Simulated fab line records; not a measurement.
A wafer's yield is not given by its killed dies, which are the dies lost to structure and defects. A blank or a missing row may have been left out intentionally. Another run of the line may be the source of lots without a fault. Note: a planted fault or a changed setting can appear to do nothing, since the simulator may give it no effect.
fab line records -- flow n5_finfet -- part 2 of 2: steps 23 to 29 of 29
record: lots: 5, wafers: 15, last_day: 18
route steps=1938 shown BEOL_M6@1209
lots untouched by any fault: they come from a run of this same line in which no faults occurred
start_h: hours from the record's first day to the start of the lot's first wafer shown -- wait_h: hours elapsed since this lot's preceding step -- " as in the row above -- L1.1+2: several wafers, shown together as one row -- - value missing, or start not given -- * or withheld: withheld -- < > ~ a bound
route shown NAME@n: a module of which the file shows steps, and the number in the route of the first -- usual: average and standard deviation across the fault-free wafers -- same: alike in all rows -- chamber/n: place in a boat -- sites: each site's reading -- _std_site: the values' standard deviation -- _edge_site: outer sites' mean less inner sites' -- radius_mm: how far each site lies from the wafer's centre -- mask NAME#n: copy n -- behind: the last tool/chamber to shape the wafer -- hold: what put the lot on hold/how long, in hours/how the hold closed -- device: which transistor (n, p or np) failed to switch -- end of line: the route-end tests of the same wafers -- a step given without rows: its recipe and nothing more -- killed: dies that structure and defects cost at the first sort, which is not the same as the wafer's yield -- map: dies across one wafer; x = killed, . = not, _ = none there
set.NAME: setting as actually run; set.NAME@STEP: the setting as run at that earlier step -- model.NAME: the simulator's own value behind a step, which no gauge read
lots at some steps of the route; a table a step, a row a wafer
services: from which hour (start_h, from the record's first day; less than 0 if before it) a tool's chamber was out of use, for how many hours, and why
== steps ==
step: N5_BEOL_M6_ETCH_72
recipe: chemistry: N2/H2, target: underlayer, target_depth_a: 65, mask_material: CAR-EUV, time_s: 5.2, ion_energy_ev: 200, pressure_mtorr: 30, source_w: 840, bias_w: 150, n2_flow_sccm: 200, h2_flow_sccm: 200, ends: cleared
usual: drypump_motor_current_A: 5.7/0.51, etch_rf_on_time_s: 5.19/0.1, oes_product_au: 0.68/0.086, rf_vpp_V: 522.5/1.6, showerhead_plenum_p_Torr: 2.490/0.03, throttle_valve_pct: 17.83/0.28
lot.wafer,tool,chamber,start_h,wait_h,drypump_motor_current_A,etch_rf_on_time_s,oes_product_au,rf_hours_counter_h,rf_vpp_V,showerhead_plenum_p_Torr,throttle_valve_pct
L075.4,rie_diel-02,2,191.00,0.0,6.0,5.38,0.62,176,524.5,2.535,18.29
L075.5,rie_diel-02,3,191.00,0.0,6.1,5.15,0.65,-,525.6,2.557,17.76
L075.6,rie_diel-02,0,191.00,0.0,5.7,5.17,0.66,-,521.5,2.450,17.80
L076.1,rie_diel-01,3,199.69,0.0,4.8,5.31,0.62,204,526.3,2.520,18.12
L076.2,rie_diel-01,2,199.69,0.0,5.7,5.10,0.80,15,521.4,2.496,17.79
L076.5,rie_diel-01,1,199.69,0.0,5.8,5.20,0.59,-,523.9,2.504,18.02
L087.1,rie_diel-05,2,264.73,0.0,5.1,5.12,0.59,211,523.1,2.419,18.06
L087.4,rie_diel-05,0,264.73,0.0,5.1,5.15,0.80,7,522.8,2.503,17.46
L087.5,rie_diel-05,3,264.73,0.0,5.8,5.29,0.58,-,523.1,2.493,18.27
L089.1,rie_diel-01,3,296.85,0.0,4.8,5.26,0.59,246,523.7,2.501,18.20
L089.4,rie_diel-01,0,296.85,0.0,6.5,5.20,0.69,92,524.3,2.471,17.52
L089.5,rie_diel-01,2,296.85,0.0,5.7,5.12,0.73,-,521.4,2.480,17.85
L097.3,rie_diel-01,2,335.45,0.0,5.7,5.12,0.72,74,521.0,2.471,17.87
L097.5,rie_diel-01,2,335.45,0.0,5.7,5.10,0.72,-,520.1,2.472,17.88
L097.6,rie_diel-01,0,335.45,0.0,6.5,5.20,0.68,-,520.8,2.465,17.54
step: N5_BEOL_M6_ETCH_65
recipe: chemistry: CF4, target: SiARC, target_depth_a: 156, mask_material: CAR-EUV, time_s: 26, ion_energy_ev: 80, pressure_mtorr: 40, source_w: 545, bias_w: 36, Ar_flow_sccm: 100, cf4_flow_sccm: 100, ends: cleared
usual: drypump_motor_current_A: 5.7/0.51, etch_rf_on_time_s: 25.9/0.47, oes_product_au: 0.69/0.087, rf_vpp_V: 183.6/0.89, showerhead_plenum_p_Torr: 2.100/0.025, throttle_valve_pct: 15.61/0.29
lot.wafer,tool,chamber,start_h,wait_h,drypump_motor_current_A,etch_rf_on_time_s,oes_product_au,rf_hours_counter_h,rf_vpp_V,showerhead_plenum_p_Torr,throttle_valve_pct
L075.4,rie_diel-02,2,191.02,0.0,5.9,26.8,0.62,176,185.2,2.138,16.06
L075.5,rie_diel-02,3,191.02,0.0,6.1,25.5,0.66,-,184.5,2.153,15.55
L075.6,rie_diel-02,0,191.02,0.0,5.6,25.8,0.67,-,184.2,2.066,15.59
L076.1,rie_diel-01,3,199.71,0.0,4.8,26.1,0.62,204,183.1,2.127,15.86
L076.2,rie_diel-01,2,199.71,0.0,5.7,25.1,0.81,15,184.1,2.108,15.61
L076.5,rie_diel-01,1,199.71,0.0,5.7,26.0,0.59,-,180.7,2.111,15.80
L087.1,rie_diel-05,2,264.74,0.0,5.1,26.3,0.59,211,182.4,2.037,15.78
L087.4,rie_diel-05,0,264.74,0.0,5.1,25.8,0.80,7,182.8,2.103,15.17
L087.5,rie_diel-05,3,264.74,0.0,5.8,26.3,0.58,-,183.6,2.111,16.14
L089.1,rie_diel-01,3,296.86,0.0,4.8,26.4,0.59,246,184.9,2.113,15.93
L089.4,rie_diel-01,0,296.86,0.0,6.5,26.2,0.69,92,183.2,2.080,15.29
L089.5,rie_diel-01,2,296.86,0.0,5.7,25.8,0.74,-,183.4,2.095,15.69
L097.3,rie_diel-01,2,335.46,0.0,5.7,25.3,0.72,74,183.4,2.088,15.72
L097.5,rie_diel-01,2,335.46,0.0,5.7,25.5,0.72,-,184.0,2.089,15.72
L097.6,rie_diel-01,0,335.46,0.0,6.5,25.9,0.68,-,183.5,2.075,15.31
step: N5_BEOL_M6_ETCH_66
recipe: chemistry: N2/H2, target: SOC, target_depth_a: 800, overetch_a: 160, mask_material: SiARC, temp_c: 40, time_s: 120, ion_energy_ev: 200, pressure_mtorr: 30, source_w: 840, bias_w: 150, n2_flow_sccm: 200, h2_flow_sccm: 200
usual: drypump_motor_current_A: 5.7/0.51, oes_product_au: 0.61/0.072, rf_vpp_V: 522.3/1.1, showerhead_plenum_p_Torr: 2.490/0.03, throttle_valve_pct: 17.79/0.28
lot.wafer,tool,chamber,start_h,wait_h,drypump_motor_current_A,oes_product_au,rf_hours_counter_h,rf_vpp_V,showerhead_plenum_p_Torr,throttle_valve_pct
L075.4,rie_diel-02,2,191.05,0.0,6.0,0.56,176,523.1,2.534,18.25
L075.5,rie_diel-02,3,191.05,0.0,6.1,0.59,-,523.1,2.557,17.73
L075.6,rie_diel-02,0,191.05,0.0,5.6,0.60,-,520.5,2.450,17.76
L076.1,rie_diel-01,3,199.74,0.0,4.8,0.55,204,523.9,2.519,18.08
L076.2,rie_diel-01,2,199.74,0.0,5.7,0.71,15,523.2,2.496,17.75
L076.5,rie_diel-01,1,199.74,0.0,5.7,0.53,-,521.6,2.503,17.99
L087.1,rie_diel-05,2,264.77,0.0,5.2,0.53,211,519.5,2.420,18.00
L087.4,rie_diel-05,0,264.77,0.0,5.1,0.71,7,521.9,2.504,17.45
L087.5,rie_diel-05,3,264.77,0.0,5.8,0.53,-,521.2,2.494,18.25
L089.1,rie_diel-01,3,296.89,0.0,4.8,0.53,246,522.5,2.501,18.17
L089.4,rie_diel-01,0,296.89,0.0,6.6,0.62,92,521.6,2.471,17.46
L089.5,rie_diel-01,2,296.89,0.0,5.7,0.66,-,523.1,2.479,17.81
L097.3,rie_diel-01,2,335.49,0.0,5.7,0.63,74,521.6,2.471,17.84
L097.5,rie_diel-01,2,335.49,0.0,5.7,0.64,-,521.8,2.471,17.84
L097.6,rie_diel-01,0,335.49,0.0,6.6,0.61,-,521.9,2.465,17.50
step: N5_BEOL_M6_STRIP_69
recipe: chemistry: N2/H2, temp_c: 40, n2_flow_sccm: 200, h2_flow_sccm: 200, rf_frequency_hz: 6e+07
lot.wafer,tool,chamber,start_h,wait_h
L075.4+5+6,rie_diel-02,"2,3,0",191.13,0.0
L076.1+2+5,rie_diel-01,"3,2,1",199.82,0.0
L087.1+4+5,rie_diel-05,"2,0,3",264.85,0.0
L089.1+4+5,rie_diel-01,"3,0,2",296.97,0.0
L097.3+5+6,rie_diel-01,"2,2,0",335.57,0.0
step: N5_BEOL_M6_STRIP_73
recipe: chemistry: N2/H2, temp_c: 40, n2_flow_sccm: 200, h2_flow_sccm: 200, rf_frequency_hz: 6e+07
lot.wafer,tool,chamber,start_h,wait_h
L075.4+5+6,rie_diel-02,"2,3,0",191.14,0.0
L076.1+2+5,rie_diel-01,"3,2,1",199.83,0.0
L087.1+4+5,rie_diel-05,"2,0,3",264.86,0.0
L089.1+4+5,rie_diel-01,"3,0,2",296.98,0.0
L097.3+5+6,rie_diel-01,"2,2,0",335.58,0.0
step: N5_BEOL_M6_VIA_ETCH_34
recipe: chemistry: C4F6/O2, target: SiCOH_lowk, target_depth_a: 1263, mask_material: SOC, taper_deg: 4, time_s: 50.9, ion_energy_ev: 250, pressure_mtorr: 30, source_w: 345, bias_w: 185, Ar_flow_sccm: 300, C4F6_flow_sccm: 10, O2_flow_sccm: 10
usual: O2_flow_sccm: 10.00/0.032, drypump_motor_current_A: 5.7/0.51, oes_o_777_au: 0.80/0.098, oes_product_au: 0.80/0.1, rf_vpp_V: 665/4.9, showerhead_plenum_p_Torr: 2.79/0.034, throttle_valve_pct: 20.87/0.27
lot.wafer,tool,chamber,start_h,wait_h,O2_flow_sccm,drypump_motor_current_A,oes_o_777_au,oes_product_au,rf_hours_counter_h,rf_vpp_V,showerhead_plenum_p_Torr,throttle_valve_pct
L075.4,rie_diel-02,2,191.15,0.0,9.99,6.0,0.72,0.72,176,659,2.84,21.37
L075.5,rie_diel-02,3,191.15,0.0,9.96,6.1,0.78,0.77,-,664,2.86,20.81
L075.6,rie_diel-02,0,191.15,0.0,10.00,5.6,0.77,0.78,-,665,2.75,20.93
L076.1,rie_diel-01,3,199.84,0.0,9.96,4.8,0.71,0.72,204,669,2.82,21.10
L076.2,rie_diel-01,2,199.84,0.0,10.01,5.7,0.92,0.94,15,659,2.80,20.95
L076.5,rie_diel-01,1,199.84,0.0,10.00,5.7,0.70,0.68,-,671,2.79,20.95
L087.1,rie_diel-05,2,264.87,0.0,10.00,5.1,0.70,0.69,211,667,2.70,21.00
L087.4,rie_diel-05,0,264.87,0.0,10.00,5.1,0.94,0.94,7,657,2.80,20.53
L087.5,rie_diel-05,3,264.87,0.0,10.01,5.8,0.67,0.68,-,664,2.80,21.37
L089.1,rie_diel-01,3,296.99,0.0,10.01,4.8,0.68,0.70,246,669,2.81,21.17
L089.4,rie_diel-01,0,296.99,0.0,10.02,6.5,0.81,0.81,92,666,2.76,20.54
L089.5,rie_diel-01,2,296.99,0.0,9.96,5.7,0.85,0.87,-,658,2.78,21.00
L097.3,rie_diel-01,2,335.59,0.0,9.99,5.7,0.83,0.85,74,658,2.77,21.03
L097.5,rie_diel-01,2,335.59,0.0,9.99,5.7,0.83,0.84,-,658,2.77,21.04
L097.6,rie_diel-01,0,335.59,0.0,10.00,6.5,0.79,0.80,-,666,2.76,20.55
step: N5_BEOL_M6_STRIP_76
recipe: chemistry: C4F6/O2, resist: SiARC, rf_frequency_hz: 6e+07
lot.wafer,tool,chamber,start_h,wait_h
L075.4+5+6,rie_diel-02,"2,3,0",191.19,0.0
L076.1+2+5,rie_diel-01,"3,2,1",199.88,0.0
L087.1+4+5,rie_diel-05,"2,0,3",264.91,0.0
L089.1+4+5,rie_diel-01,"3,0,2",297.03,0.0
L097.3+5+6,rie_diel-01,"2,2,0",335.63,0.0
== services ==
tool,chamber,start_h,hours,kind
euv_scanner-02,-,166.95,1.0,repair
rie_metal-01,0,169.44,23.2,repair
euv_scanner-02,-,173.37,1.0,pm
euv_scanner-02,-,181.48,2.6,repair
euv_scanner-02,-,190.54,5.8,pm
rie_diel-01,0,205.00,10.7,repair
euv_scanner-01,-,210.43,1.0,pm
rie_diel-05,3,217.36,2.8,repair
rie_diel-01,1,226.12,7.0,repair
euv_scanner-02,-,228.60,1.3,repair
euv_scanner-02,-,229.92,1.0,pm
euv_scanner-02,-,233.02,1.0,repair
euv_scanner-02,-,239.56,21.8,repair
euv_scanner-01,-,261.38,4.6,pm
rie_metal-02,-,264.03,0.2,repair
euv_scanner-01,-,266.58,1.0,pm
rie_diel-05,-,271.96,10.0,pm
euv_scanner-02,-,273.07,0.5,repair
euv_scanner-01,-,283.36,4.0,repair
euv_scanner-02,-,287.31,1.0,pm
rie_diel-05,3,292.57,28.2,repair
rie_diel-05,-,311.93,2.8,pm
rie_diel-05,3,321.20,7.7,repair
euv_scanner-01,-,322.73,1.0,pm
